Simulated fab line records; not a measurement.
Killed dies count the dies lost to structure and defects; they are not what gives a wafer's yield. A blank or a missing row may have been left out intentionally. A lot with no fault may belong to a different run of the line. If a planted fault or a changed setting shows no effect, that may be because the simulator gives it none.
fab line records	flow nandHarc
record lots=13	wafers=39	lastDay=23
route steps=1159 shown A_CONTACT@874 THIN_TSV@1125 END@1159
lots that met no fault: from a run of the same line without faults
startH: the number of hours between the record's first day and the start of the first shown wafer of the lot	waitH: hours elapsed since this lot's preceding step	" identical to the entry in the row above	L1.1+2: a row that stands for several wafers	- no value, or no start was given	* or withheld: withheld	< > ~ a bound
route shown NAME@n: names a module that has steps shown in the file, with the first one's number in the route	usual: mean and standard deviation over wafers with no fault	same: alike in all rows	chamber/n: place in a boat	sites: readings site by site	_std_site: standard deviation of those values	_edge_site: the outer-site mean with the inner-site mean subtracted	radiusMm: for every site, how far away it sits from the centre of the wafer	mask NAME#n: copy n	behind: the last tool/chamber to shape the wafer	hold: reason for holding the lot/hours on hold/outcome of the hold	device: the n, p or np transistor that did not switch	end of line: the route-end tests of the same wafers	a step given without rows: its recipe and nothing more	killed: dies lost to structure and defects at the first sort, not the wafer's yield	map: dies across one wafer; x = killed, . = not, _ = none there
set.NAME: setting as actually run; set.NAME@STEP: the setting as run at that earlier step	model.NAME: the simulator's own value behind a step, which no gauge read
steps of the route over a sample of lots; a table a step, a row a wafer
services: the hour from which a tool's chamber was out of use, counted from the record's first day as startH (under 0 if before that day), plus the number of hours and why
## steps
# step NHARC_A_CONTACT_ETCH_123
# recipe sourceW=withheld	pressureMtorr=20	biasV=400	timeS=253	targetDepthA=10900	arFlowSccm=withheld	c4f8FlowSccm=11.5	o2FlowSccm=7.2	chemistry=C4F8/O2/Ar
# usual oesAirLineAu=0.997/0.02
lot.wafer	tool	chamber	startH	waitH	oesAirLineAu	rfHoursCounterH
L229.2	harCapEtch-02	0	381.87	0.1	0.993	10
L229.3	"	0	"	"	1.011	-
L229.4	"	1	"	"	0.982	-
L232.2	harCapEtch-01	1	382.71	0.1	1.036	57
L232.4	"	0	"	"	1.016	-
L232.6	"	0	"	"	1.016	-
L230.2	harCapEtch-03	1	386.60	0.1	0.983	87
L230.6	"	0	"	"	0.991	-
L230.5	"	1	"	"	1.010	-
L231.2	harCapEtch-03	1	391.97	0.1	0.988	88
L231.3	"	1	"	"	1.021	-
L231.5	"	1	"	"	0.965	-
L233.2	harCapEtch-03	1	396.27	0.1	0.958	89
L233.4	"	0	"	"	1.006	-
L233.3	"	1	"	"	0.987	-
L234.1	harCapEtch-03	1	406.12	0.1	0.966	91
L234.3	"	1	"	"	0.968	-
L234.5	"	0	"	"	0.999	-
L236.1	harCapEtch-02	0	410.37	0.1	0.979	16
L236.3	"	0	"	"	1.028	-
L236.5	"	1	"	"	1.010	-
L237.1	harCapEtch-01	1	412.76	0.1	1.006	62
L237.4	"	0	"	"	1.008	-
L237.5	"	1	"	"	1.010	-
L235.2	harCapEtch-02	1	417.46	0.1	1.012	17
L235.3	"	1	"	"	0.986	-
L235.6	"	1	"	"	1.014	-
L239.1	harCapEtch-02	0	427.82	0.1	0.987	19
L239.2	"	1	"	"	0.992	19
L239.3	"	1	"	"	1.022	-
L238.1	harCapEtch-01	0	428.38	0.1	0.996	66
L238.5	"	1	"	"	0.995	-
L238.6	"	0	"	"	0.980	-
L244.1	harCapEtch-02	1	458.45	0.1	0.996	25
L244.3	"	0	"	"	0.992	-
L244.6	"	1	"	"	0.975	-
L249.2	harCapEtch-02	0	472.30	0.1	1.024	26
L249.1	"	1	"	"	0.993	26
L249.3	"	0	"	"	0.994	-
# step NHARC_THIN_TSV_ETCHBACK_48
# recipe targetDepthA=10285	overEtchFrac=0.3	timeS=405.17	ionEnergyEv=250	c4f8FlowSccm=withheld	arFlowSccm=withheld	rfW=600	biasW=300	chemistry=C4F8/Ar
# usual biasW=300.0/0.96	oesProductAu=0.96/0.034	rfVppV=546.5/2.7
lot.wafer	tool	chamber	startH	waitH	biasW	oesProductAu	rfHoursCounterH	rfVppV
L230.2	rieDiel-09	0	445.62	-	297.6	1.02	0	542.9
L230.5	"	3	"	"	299.4	0.99	-	548.2
L230.6	"	0	"	"	299.0	1.01	-	542.1
L229.4	rieDiel-09	2	446.80	-	299.3	1.00	0	547.3
L229.2	"	3	"	"	298.9	1.00	0	549.8
L229.3	"	1	"	"	299.9	1.01	0	548.7
L232.2	rieDiel-09	1	448.04	0.4	299.0	1.00	0	546.6
L232.4	"	3	"	"	300.3	1.00	1	547.9
L232.6	"	0	"	"	298.3	1.00	-	541.5
L233.3	rieDiel-06	3	449.69	-	300.5	0.96	3	543.5
L233.2	"	0	"	"	300.4	0.96	3	549.3
L233.4	"	2	"	"	299.2	0.97	-	542.8
L231.2	rieDiel-09	3	451.42	-	300.8	1.00	1	548.9
L231.3	"	0	"	"	300.4	1.01	1	542.4
L231.5	"	1	"	"	300.6	1.01	-	546.4
L234.1	rieDiel-09	3	463.08	-	301.1	1.00	3	549.1
L234.3	"	0	"	"	300.8	1.00	2	542.4
L234.5	"	3	"	"	300.5	1.00	-	549.6
L236.3	rieDiel-08	3	464.21	-	300.4	0.92	13	546.6
L236.1	"	0	"	"	299.3	0.94	13	545.1
L236.5	"	2	"	"	300.7	0.93	-	546.5
L237.4	rieDiel-06	3	469.31	-	299.7	0.97	4	544.5
L237.1	"	1	"	"	298.5	0.97	3	548.2
L237.5	"	0	"	"	299.9	0.95	-	549.7
L235.3	rieDiel-08	0	470.49	-	300.6	0.93	14	544.0
L235.2	"	2	"	"	299.2	0.93	12	544.9
L235.6	"	1	"	"	300.5	0.93	-	551.2
L239.3	rieDiel-06	0	481.68	-	300.4	0.93	5	548.2
L239.1	"	1	"	"	300.9	0.93	3	547.6
L239.2	"	3	"	"	300.2	0.93	4	544.1
L238.1	rieDiel-06	1	482.98	-	299.4	1.01	4	548.0
L238.5	"	3	"	"	300.2	0.98	-	544.5
L238.6	"	0	"	"	300.8	0.99	-	548.4
L249.3	rieDiel-08	2	522.21	-	298.4	0.93	2	544.7
L249.1	"	3	"	"	299.5	0.92	2	545.6
L249.2	"	0	"	"	299.6	0.93	3	545.5
L244.3	rieDiel-09	1	523.77	-	298.7	0.93	8	548.2
L244.1	"	2	"	"	299.5	0.90	9	547.0
L244.6	"	3	"	"	298.9	0.93	-	550.4
# step NHARC_THIN_TSV_PVD_19
# recipe targetThkA=200	chamberPressurePa=5	material=TaN
# usual throttleValvePct=29.9/1.3
lot.wafer	tool	chamber	startH	waitH	throttleValvePct
L230.2	pvdSputter-02	-	-	-	29.0
L230.6	"	-	"	"	29.7
L230.5	"	-	"	"	29.2
L229.4	pvdSputter-02	-	-	-	29.8
L229.2	"	-	"	"	29.6
L229.3	"	-	"	"	29.9
L232.2	pvdSputter-03	-	-	-	28.2
L232.4	"	-	"	"	28.4
L232.6	"	-	"	"	30.8
L233.3	pvdSputter-03	-	-	-	29.8
L233.2	"	-	"	"	30.8
L233.4	"	-	"	"	28.8
L231.3	pvdSputter-01	-	-	-	29.5
L231.2	"	-	"	"	32.5
L231.5	"	-	"	"	31.8
L234.1	pvdSputter-01	-	-	-	29.9
L234.3	"	-	"	"	32.6
L234.5	"	-	"	"	31.8
L236.1	pvdSputter-01	-	-	-	29.7
L236.3	"	-	"	"	29.4
L236.5	"	-	"	"	29.5
L237.1	pvdSputter-01	-	-	-	31.9
L237.4	"	-	"	"	32.8
L237.5	"	-	"	"	31.6
L235.2	pvdSputter-01	-	-	-	29.7
L235.3	"	-	"	"	32.4
L235.6	"	-	"	"	29.8
L239.1	pvdSputter-03	-	-	-	27.9
L239.2	"	-	"	"	29.4
L239.3	"	-	"	"	30.5
L238.1	pvdSputter-01	-	-	-	32.2
L238.6	"	-	"	"	31.8
L238.5	"	-	"	"	32.2
L249.3	pvdSputter-02	-	-	-	29.2
L249.2	"	-	"	"	30.2
L249.1	"	-	"	"	29.7
L244.3	pvdSputter-03	-	-	-	29.1
L244.1	"	-	"	"	30.7
L244.6	"	-	"	"	29.2
# step NHARC_THIN_TSV_DESCUM_35
# recipe timeS=3	o2FlowSccm=200	arFlowSccm=0	biasPowerW=0	chemistry=O2
# usual drypumpMotorCurrentA=5.8/0.53	oesProductAu=1.002/0.0076	rfVppV=57.7/0.85	showerheadPlenumPTorr=1.90/0.066	throttleValvePct=11.311/0.0095
lot.wafer	tool	chamber	startH	waitH	drypumpMotorCurrentA	oesProductAu	rfHoursCounterH	rfVppV	showerheadPlenumPTorr	throttleValvePct
L230.2	rieDiel-08	0	449.47	-	5.6	1.004	12	57.5	1.86	11.316
L230.5	"	0	"	"	5.6	1.008	-	56.6	1.86	11.310
L230.6	"	1	"	"	5.7	1.007	-	57.6	2.04	11.311
L229.2	rieDiel-08	2	450.71	-	6.3	1.004	10	57.5	1.88	11.328
L229.3	"	3	"	"	5.2	1.004	11	58.6	1.88	11.311
L229.4	"	1	"	"	5.7	1.001	12	58.2	2.04	11.321
L232.2	rieDiel-06	0	452.42	-	6.3	1.007	3	58.2	1.97	11.283
L232.4	"	1	"	"	4.8	1.014	2	58.0	1.94	11.305
L232.6	"	0	"	"	6.4	0.995	-	58.0	1.97	11.332
L233.3	rieDiel-09	0	454.52	-	5.3	1.013	1	56.5	1.78	11.315
L233.4	"	1	"	"	6.1	0.995	1	59.5	1.92	11.318
L233.2	"	2	"	"	6.0	0.998	1	58.9	1.92	11.300
L231.2	rieDiel-09	0	455.94	-	5.3	1.010	1	56.3	1.78	11.320
L231.3	"	2	"	"	6.0	0.993	1	59.6	1.92	11.322
L231.5	"	1	"	"	6.1	1.002	-	58.9	1.92	11.311
L234.1	rieDiel-09	3	467.23	-	5.7	0.991	3	58.2	1.96	11.304
L234.3	"	0	"	"	5.3	0.989	3	58.2	1.78	11.316
L234.5	"	3	"	"	5.7	0.989	-	58.5	1.96	11.307
L236.1	rieDiel-06	2	468.40	-	5.8	0.993	4	57.6	1.84	11.313
L236.3	"	3	"	"	6.8	0.999	4	57.8	1.85	11.307
L236.5	"	3	"	"	6.7	1.012	-	57.8	1.84	11.325
L237.4	rieDiel-06	0	473.14	-	6.4	1.007	4	57.8	1.97	11.322
L237.1	"	1	"	"	4.8	1.004	3	58.3	1.94	11.306
L237.5	"	3	"	"	6.7	1.002	-	55.9	1.85	11.323
L235.3	rieDiel-09	1	474.35	-	6.1	0.996	3	57.6	1.92	11.322
L235.2	"	2	"	"	5.9	0.988	4	56.8	1.92	11.299
L235.6	"	0	"	"	5.3	1.002	-	57.6	1.78	11.296
L239.2	rieDiel-06	0	485.69	-	6.4	1.016	5	57.1	1.97	11.321
L239.3	"	1	"	"	4.8	1.010	4	58.0	1.94	11.293
L239.1	"	2	"	"	5.7	1.011	5	56.8	1.84	11.306
L238.1	rieDiel-06	3	486.64	-	6.8	0.995	5	57.4	1.84	11.329
L238.5	"	2	"	"	5.7	1.001	-	57.4	1.84	11.320
L238.6	"	3	"	"	6.8	1.010	-	57.3	1.84	11.303
L249.2	rieDiel-08	1	526.24	-	5.7	1.014	3	59.2	2.04	11.322
L249.3	"	2	"	"	6.3	1.005	3	57.8	1.88	11.307
L249.1	"	3	"	"	5.2	1.013	3	58.2	1.88	11.292
L244.3	rieDiel-06	2	527.46	-	5.7	0.998	7	55.9	1.84	11.302
L244.1	"	3	"	"	6.8	0.994	7	57.1	1.84	11.310
L244.6	"	0	"	"	6.4	0.996	-	57.6	1.97	11.319
# step NHARC_END_SORT_01
# recipe tempC=25
# usual killedAtArray=28/10	killedAtOther=0.6/0.85	killedAtPeriphery=3.3/2.3	killedDies=32/11	killedOpen=3.3/1.5	killedShort=2.1/1.4
# same grossDies=677
lot.wafer	tool	chamber	startH	waitH	killedAtArray	killedAtOther	killedAtPeriphery	killedDies	killedOpen	killedShort
L230.2	prober-02	0	459.24	2.8	17	1	2	20	2	3
L230.5	prober-02	0	461.67	3.7	26	1	1	28	1	4
L230.6	prober-02	0	462.48	4.1	30	1	1	32	3	0
L229.2	prober-01	0	459.26	2.8	18	0	2	20	4	1
L229.3	prober-01	0	460.06	3.1	12	0	1	13	3	0
L229.4	prober-01	0	460.86	3.4	15	1	1	17	4	1
L232.2	prober-01	0	467.08	2.8	26	0	1	27	1	4
L232.4	prober-01	0	468.68	3.4	16	1	1	18	3	2
L232.6	prober-01	0	470.29	4.0	25	2	1	28	1	4
L233.2	prober-02	0	467.10	2.8	23	1	4	28	2	2
L233.3	prober-02	0	467.89	3.1	14	1	4	19	4	2
L233.4	prober-02	0	468.69	3.4	29	0	0	29	3	2
L231.2	prober-02	0	474.89	2.8	43	1	9	53	5	2
L231.3	prober-02	0	475.68	3.1	35	0	12	47	4	3
L231.5	prober-02	0	477.26	3.7	28	0	6	34	1	3
L234.1	prober-01	0	475.97	2.5	26	0	4	30	1	5
L234.3	prober-01	0	477.56	3.1	23	0	5	28	1	2
L234.5	prober-01	0	479.14	3.7	21	0	3	24	3	2
L236.1	prober-02	0	481.85	2.5	31	0	5	36	4	4
L236.3	prober-02	0	483.44	3.1	37	0	5	42	6	0
L236.5	prober-02	0	485.02	3.7	35	4	3	42	3	4
L237.1	prober-01	0	483.77	2.5	17	0	6	23	2	2
L237.4	prober-01	0	486.16	3.4	26	0	2	28	2	1
L237.5	prober-01	0	486.95	3.7	22	0	1	23	2	4
L235.2	prober-02	0	490.37	2.8	23	0	2	25	3	2
L235.3	prober-02	0	491.18	3.1	19	0	6	25	4	1
L235.6	prober-02	0	493.59	4.0	22	1	4	27	2	2
L239.1	prober-01	0	494.52	2.5	13	0	4	17	3	1
L239.2	prober-01	0	495.32	2.8	10	2	7	19	2	3
L239.3	prober-01	0	496.11	3.1	12	0	5	17	4	2
L238.1	prober-02	0	497.38	2.5	34	0	3	37	3	2
L238.5	prober-02	0	500.64	3.8	27	2	4	33	4	3
L238.6	prober-02	0	501.46	4.1	30	0	5	35	6	3
L249.1	prober-01	0	536.02	2.5	30	0	4	34	4	1
L249.2	prober-01	0	536.81	2.8	79	0	5	84	2	0
L249.3	prober-01	0	537.61	3.1	74	0	2	76	1	1
L244.1	prober-02	0	536.05	2.5	36	1	4	41	4	0
L244.3	prober-02	0	537.64	3.1	78	0	2	80	2	1
L244.6	prober-02	0	540.02	4.0	28	0	2	30	6	1
# killed by level:class
L230.2 A_SLIT:chamberFilmFlake=7 A_CHANNEL_HOLE_D1:chamberFilmFlake=2 A_STAIRCASE:chamberFilmFlake=2 P_M0:geometricParticle:short=1 A_SOURCE_PLATE:geometricParticle:short=1 A_ONON_D1:geometricParticle:open=1 A_SGD_CUT:geometricParticle:short=1 A_M0:geometricParticle:open=1
L229.2 A_STAIRCASE:chamberFilmFlake=5 A_CHANNEL_FILL_D1:chamberFilmFlake=4 A_CHANNEL_HOLE_D1:chamberFilmFlake=3 A_CONTACT:geometricParticle:open=2 A_CONTACT:chamberFilmFlake=2 P_GATE:geometricParticle:open=1 P_M0:geometricParticle:open=1 A_CONTACT:geometricParticle:short=1
L229.3 A_STAIRCASE:chamberFilmFlake=5 A_SGD_CUT:geometricParticle:open=1 A_WL_FILL:geometricParticle:open=1 A_CONTACT:geometricParticle:open=1 P_GATE:chamberFilmFlake=1 A_CHANNEL_HOLE_D1:chamberFilmFlake=1 A_CHANNEL_FILL_D1:chamberFilmFlake=1 A_WL_FILL:chamberFilmFlake=1
L229.4 A_STAIRCASE:chamberFilmFlake=4 A_CHANNEL_HOLE_D1:chamberFilmFlake=3 A_CHANNEL_FILL_D1:chamberFilmFlake=2 A_SOURCE_PLATE:geometricParticle:open=1 A_CHANNEL_FILL_D1:geometricParticle:short=1 A_WL_FILL:geometricParticle:open=1 A_BLC:geometricParticle:open=1 A_M0:geometricParticle:open=1
L230.5 A_SLIT:chamberFilmFlake=12 A_CHANNEL_FILL_D1:geometricParticle:short=3 A_CHANNEL_HOLE_D1:chamberFilmFlake=2 A_STAIRCASE:chamberFilmFlake=2 A_CONTACT:geometricParticle:open=1 A_CONTACT:geometricParticle:short=1 P_GATE:chamberFilmFlake=1 A_CHANNEL_FILL_D1:chamberFilmFlake=1
L230.6 A_SLIT:chamberFilmFlake=16 A_STAIRCASE:chamberFilmFlake=4 A_WL_FILL:chamberFilmFlake=3 A_ZERO_WELL:chamberFilmFlake=2 P_GATE:geometricParticle:open=1 A_CONTACT:geometricParticle:open=1 A_BLC:geometricParticle:open=1 A_CONTACT:chamberFilmFlake=1
L232.2 A_CHANNEL_HOLE_D1:chamberFilmFlake=15 A_STAIRCASE:chamberFilmFlake=3 A_ONON_D1:geometricParticle:short=2 A_M0:geometricParticle:short=2 A_SLIT:chamberFilmFlake=2 A_CONTACT:geometricParticle:open=1 P_STI:chamberFilmFlake=1 A_CONTACT:chamberFilmFlake=1
L233.2 A_SLIT:chamberFilmFlake=10 A_CHANNEL_HOLE_D1:chamberFilmFlake=4 A_STAIRCASE:chamberFilmFlake=4 P_M2:chamberFilmFlake=2 A_ONON_D1:geometricParticle:short=1 A_WL_FILL:geometricParticle:short=1 A_WL_FILL:geometricParticle:open=1 A_M1:geometricParticle:open=1
L233.3 A_ONON_D1:geometricParticle:open=3 A_STAIRCASE:chamberFilmFlake=3 P_M2:chamberFilmFlake=2 A_CHANNEL_HOLE_D1:chamberFilmFlake=2 A_SLIT:chamberFilmFlake=2 A_CHANNEL_FILL_D1:geometricParticle:short=1 A_SGD_CUT:geometricParticle:short=1 A_CONTACT:geometricParticle:open=1
L232.4 A_CHANNEL_HOLE_D1:chamberFilmFlake=10 A_CONTACT:geometricParticle:open=2 A_CHANNEL_FILL_D1:geometricParticle:open=1 A_CONTACT:geometricParticle:short=1 A_M0:geometricParticle:short=1 P_STI:chamberFilmFlake=1 A_STAIRCASE:chamberFilmFlake=1 THIN_TSV:chamberFilmFlake=1
L233.4 A_SLIT:chamberFilmFlake=11 A_CONTACT:chamberFilmFlake=6 A_CHANNEL_HOLE_D1:chamberFilmFlake=2 A_STAIRCASE:chamberFilmFlake=2 A_WL_FILL:chamberFilmFlake=2 A_ONON_D1:geometricParticle:short=1 A_SGD_CUT:geometricParticle:open=1 A_CONTACT:geometricParticle:open=1
L232.6 A_CHANNEL_HOLE_D1:chamberFilmFlake=16 A_STAIRCASE:chamberFilmFlake=3 P_M0:geometricParticle:short=1 A_CHANNEL_HOLE_D1:geometricParticle:short=1 A_SGD_CUT:geometricParticle:short=1 A_WL_FILL:geometricParticle:short=1 A_CONTACT:geometricParticle:open=1 A_SLIT:chamberFilmFlake=1
L231.2 A_CHANNEL_HOLE_D1:chamberFilmFlake=13 A_SLIT:chamberFilmFlake=11 P_STI:chamberFilmFlake=6 A_CONTACT:chamberFilmFlake=4 A_STAIRCASE:chamberFilmFlake=3 A_WL_FILL:chamberFilmFlake=3 P_M0:geometricParticle:open=2 A_ONON_D1:geometricParticle:short=2
L231.3 A_CHANNEL_HOLE_D1:chamberFilmFlake=17 A_SLIT:chamberFilmFlake=13 P_STI:chamberFilmFlake=5 P_CONTACT:chamberFilmFlake=3 P_CONTACT:geometricParticle:open=2 P_CONTACT:geometricParticle:short=1 P_M0:geometricParticle:open=1 A_CHANNEL_FILL_D1:geometricParticle:short=1
L234.1 A_SLIT:chamberFilmFlake=11 A_CONTACT:chamberFilmFlake=6 A_WL_FILL:geometricParticle:short=2 A_CONTACT:geometricParticle:short=2 P_GATE:chamberFilmFlake=2 A_CHANNEL_HOLE_D1:chamberFilmFlake=2 A_STAIRCASE:chamberFilmFlake=2 P_CONTACT:geometricParticle:short=1
L231.5 A_CHANNEL_HOLE_D1:chamberFilmFlake=12 A_SLIT:chamberFilmFlake=12 P_CONTACT:chamberFilmFlake=3 P_STI:chamberFilmFlake=2 P_M0:geometricParticle:open=1 A_CHANNEL_HOLE_D1:geometricParticle:short=1 A_SGD_CUT:geometricParticle:short=1 A_BLC:geometricParticle:short=1
L234.3 A_SLIT:chamberFilmFlake=12 A_CHANNEL_HOLE_D1:chamberFilmFlake=4 A_STAIRCASE:chamberFilmFlake=3 P_STI:chamberFilmFlake=2 P_GATE:chamberFilmFlake=2 A_ONON_D1:geometricParticle:short=1 A_SGD_CUT:geometricParticle:open=1 A_BLC:geometricParticle:short=1
L234.5 A_SLIT:chamberFilmFlake=9 A_CONTACT:chamberFilmFlake=4 A_WL_FILL:geometricParticle:short=2 A_CHANNEL_HOLE_D1:chamberFilmFlake=2 A_CHANNEL_FILL_D1:chamberFilmFlake=2 P_GATE:geometricParticle:open=1 A_ONON_D1:geometricParticle:open=1 A_WL_FILL:geometricParticle:open=1
L236.1 A_SLIT:chamberFilmFlake=13 A_STAIRCASE:chamberFilmFlake=6 A_CHANNEL_HOLE_D1:chamberFilmFlake=4 P_GATE:geometricParticle:open=1 P_M1:geometricParticle:short=1 A_SOURCE_PLATE:geometricParticle:short=1 A_SOURCE_PLATE:geometricParticle:open=1 A_CHANNEL_FILL_D1:geometricParticle:short=1
L236.3 A_STAIRCASE:chamberFilmFlake=13 A_SLIT:chamberFilmFlake=12 P_GATE:chamberFilmFlake=4 A_CHANNEL_HOLE_D1:chamberFilmFlake=3 A_CONTACT:chamberFilmFlake=3 A_CONTACT:geometricParticle:open=2 A_M0:geometricParticle:open=2 A_SGD_CUT:geometricParticle:open=1
L237.1 A_SLIT:chamberFilmFlake=8 A_CHANNEL_HOLE_D1:chamberFilmFlake=5 A_STAIRCASE:chamberFilmFlake=3 P_GATE:geometricParticle:open=1 P_CONTACT:geometricParticle:short=1 P_M0:geometricParticle:open=1 P_M1:geometricParticle:short=1 P_STI:chamberFilmFlake=1
L236.5 A_SLIT:chamberFilmFlake=15 A_STAIRCASE:chamberFilmFlake=7 A_CHANNEL_HOLE_D1:chamberFilmFlake=4 THIN_TSV:chamberFilmFlake=4 A_CONTACT:geometricParticle:open=2 P_GATE:chamberFilmFlake=2 A_WL_FILL:chamberFilmFlake=2 P_M1:geometricParticle:short=1
L237.4 A_SLIT:chamberFilmFlake=12 A_CHANNEL_HOLE_D1:chamberFilmFlake=4 A_STAIRCASE:chamberFilmFlake=4 A_CONTACT:chamberFilmFlake=4 P_CONTACT:geometricParticle:open=1 A_WL_FILL:geometricParticle:short=1 A_M0:geometricParticle:open=1 P_GATE:chamberFilmFlake=1
L237.5 A_CHANNEL_HOLE_D1:chamberFilmFlake=7 A_SLIT:chamberFilmFlake=5 A_CHANNEL_FILL_D1:geometricParticle:short=3 A_STAIRCASE:chamberFilmFlake=2 A_CONTACT:chamberFilmFlake=2 A_WL_FILL:geometricParticle:open=1 A_WL_FILL:geometricParticle:short=1 A_M0:geometricParticle:open=1
L235.2 A_CHANNEL_HOLE_D1:chamberFilmFlake=17 A_CHANNEL_HOLE_D1:geometricParticle:open=2 A_CHANNEL_FILL_D1:geometricParticle:short=2 A_CONTACT:geometricParticle:open=1 P_GATE:chamberFilmFlake=1 P_M2:chamberFilmFlake=1 A_STAIRCASE:chamberFilmFlake=1
L235.3 A_CHANNEL_HOLE_D1:chamberFilmFlake=12 A_STAIRCASE:chamberFilmFlake=4 P_CONTACT:geometricParticle:open=2 P_M2:chamberFilmFlake=2 A_CHANNEL_FILL_D1:geometricParticle:open=1 A_WL_FILL:geometricParticle:short=1 A_CONTACT:geometricParticle:open=1 P_GATE:chamberFilmFlake=1
L235.6 A_CHANNEL_HOLE_D1:chamberFilmFlake=17 P_M2:chamberFilmFlake=3 A_STAIRCASE:chamberFilmFlake=2 A_ONON_D1:geometricParticle:open=1 A_CHANNEL_FILL_D1:geometricParticle:short=1 A_M0:geometricParticle:open=1 P_GATE:chamberFilmFlake=1 STARTING-WAFER:geometricParticle:short=1
L239.1 A_CHANNEL_HOLE_D1:chamberFilmFlake=6 P_ZERO_WELL:chamberFilmFlake=3 A_STAIRCASE:chamberFilmFlake=3 A_ONON_D1:geometricParticle:short=1 A_SGD_CUT:geometricParticle:open=1 A_BLC:geometricParticle:open=1 A_M0:geometricParticle:open=1 P_GATE:chamberFilmFlake=1
L239.2 P_ZERO_WELL:chamberFilmFlake=5 A_WL_FILL:chamberFilmFlake=2 A_CONTACT:chamberFilmFlake=2 THIN_TSV:chamberFilmFlake=2 P_CONTACT:geometricParticle:open=1 A_CHANNEL_FILL_D1:geometricParticle:short=1 A_CONTACT:geometricParticle:open=1 A_BLC:geometricParticle:short=1
L239.3 P_ZERO_WELL:chamberFilmFlake=4 A_CONTACT:chamberFilmFlake=3 A_CONTACT:geometricParticle:open=2 A_STAIRCASE:chamberFilmFlake=2 A_WL_FILL:geometricParticle:short=1 A_BLC:geometricParticle:open=1 A_M0:geometricParticle:short=1 A_M0:geometricParticle:open=1
L238.1 A_CHANNEL_HOLE_D1:chamberFilmFlake=20 A_STAIRCASE:chamberFilmFlake=4 A_CONTACT:chamberFilmFlake=4 A_SLIT:chamberFilmFlake=2 P_STI:geometricParticle:open=1 P_M2:geometricParticle:short=1 A_ONON_D1:geometricParticle:open=1 A_WL_FILL:geometricParticle:short=1
L238.5 A_CHANNEL_HOLE_D1:chamberFilmFlake=13 A_ONON_D1:geometricParticle:short=3 A_ONON_D1:geometricParticle:open=3 P_GATE:chamberFilmFlake=3 A_CONTACT:chamberFilmFlake=3 A_BLC:chamberFilmFlake=3 A_STAIRCASE:chamberFilmFlake=2 THIN_TSV:chamberFilmFlake=2
L238.6 A_CHANNEL_HOLE_D1:chamberFilmFlake=11 A_WL_FILL:chamberFilmFlake=5 A_CONTACT:chamberFilmFlake=4 A_STAIRCASE:chamberFilmFlake=3 P_CONTACT:geometricParticle:open=2 A_M0:geometricParticle:open=2 P_GATE:chamberFilmFlake=2 P_M0:geometricParticle:short=1
L249.1 A_CHANNEL_HOLE_D1:chamberFilmFlake=22 A_CONTACT:chamberFilmFlake=4 P_GATE:geometricParticle:short=1 P_CONTACT:geometricParticle:open=1 P_M0:geometricParticle:open=1 A_CHANNEL_FILL_D1:geometricParticle:open=1 A_BLC:geometricParticle:open=1 P_GATE:chamberFilmFlake=1
L244.1 A_SLIT:chamberFilmFlake=17 A_CHANNEL_HOLE_D1:chamberFilmFlake=6 P_M1:chamberFilmFlake=3 A_BONDPAD:chamberFilmFlake=3 A_ZERO_WELL:chamberFilmFlake=2 A_STAIRCASE:chamberFilmFlake=2 A_CONTACT:chamberFilmFlake=2 A_WL_FILL:geometricParticle:open=1
L249.2 A_CONTACT:unspecified=51 A_CHANNEL_HOLE_D1:chamberFilmFlake=16 A_CONTACT:chamberFilmFlake=7 P_M1:chamberFilmFlake=3 A_CHANNEL_FILL_D1:chamberFilmFlake=2 P_M0:geometricParticle:open=1 A_CONTACT:geometricParticle:open=1 P_GATE:chamberFilmFlake=1
L249.3 A_CONTACT:unspecified=50 A_CHANNEL_HOLE_D1:chamberFilmFlake=19 A_STAIRCASE:chamberFilmFlake=2 P_STI:geometricParticle:short=1 A_CHANNEL_FILL_D1:geometricParticle:open=1 P_GATE:chamberFilmFlake=1 A_ZERO_WELL:chamberFilmFlake=1 A_CONTACT:chamberFilmFlake=1
L244.3 A_CONTACT:unspecified=49 A_SLIT:chamberFilmFlake=12 A_CHANNEL_HOLE_D1:chamberFilmFlake=7 A_BONDPAD:chamberFilmFlake=5 A_CONTACT:chamberFilmFlake=2 P_GATE:geometricParticle:short=1 A_SOURCE_PLATE:geometricParticle:open=1 A_CONTACT:geometricParticle:open=1
L244.6 A_SLIT:chamberFilmFlake=6 A_CHANNEL_HOLE_D1:chamberFilmFlake=5 A_BONDPAD:chamberFilmFlake=5 A_CONTACT:geometricParticle:open=3 A_CONTACT:chamberFilmFlake=3 A_CHANNEL_FILL_D1:geometricParticle:short=1 A_SGD_CUT:geometricParticle:open=1 A_WL_FILL:geometricParticle:open=1
## services
tool	chamber	startH	hours	kind
rieDiel-09	0	361.11	-	clean
rieDiel-09	1	361.11	-	clean
rieDiel-09	2	361.11	-	clean
rieDiel-09	3	361.11	-	clean
rieDiel-06	0	372.70	-	clean
rieDiel-06	1	372.70	-	clean
rieDiel-06	2	372.70	-	clean
rieDiel-06	3	372.70	-	clean
pvdSputter-03	-	378.08	4.6	repair
rieDiel-08	2	381.32	13.8	repair
rieDiel-09	0	385.65	-	clean
pvdSputter-01	-	388.55	9.6	repair
pvdSputter-02	-	392.05	10.0	pm
rieDiel-06	2	400.48	4.6	repair
rieDiel-08	-	413.72	0.9	repair
rieDiel-06	-	418.20	9.0	pm
rieDiel-09	-	431.11	9.0	pm
pvdSputter-01	-	439.15	11.9	repair
rieDiel-06	1	446.98	3.9	repair
rieDiel-06	2	454.07	2.7	repair
pvdSputter-03	-	458.23	10.0	pm
rieDiel-09	1	458.80	6.5	repair
rieDiel-08	-	478.80	9.0	pm
pvdSputter-01	-	516.10	10.0	pm
## key
firstSign step=NHARC_END_SORT_01	reading=killedAtArray	direction=up	sigmas=4.8	usual=28	struck=77
effect step=NHARC_END_SORT_01	reading=killedDies	direction=up	sigmas=4.5	usual=32	struck=80
moreKillsBornAt NHARC_A_CONTACT_ETCH_123@harCapEtch-02=150
metAt NHARC_A_CONTACT_ETCH_123
struckLots L244,L249
struckWafers L244.3,L249.2,L249.3
testerLeftOut L244,L249
notActingAt NHARC_THIN_TSV_ETCHBACK_48,NHARC_THIN_TSV_PVD_19,NHARC_THIN_TSV_DESCUM_35
onsetBetween 427.82 458.45
fault kind=chamberParticleSource	tool=harCapEtch-02	chamber=0	onsetH=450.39	steps=NHARC_A_CONTACT_ETCH_123	ratePerVisitCm2=1.3757	endH=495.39
# testerLeftOut: of these lots the tester's yield and bins aren't shown, on N5 and GAA mostly nor the transistor test; their killed dies are dies lost to structure and defects alone, not to doping, threshold or leakage, so they don't give the yield
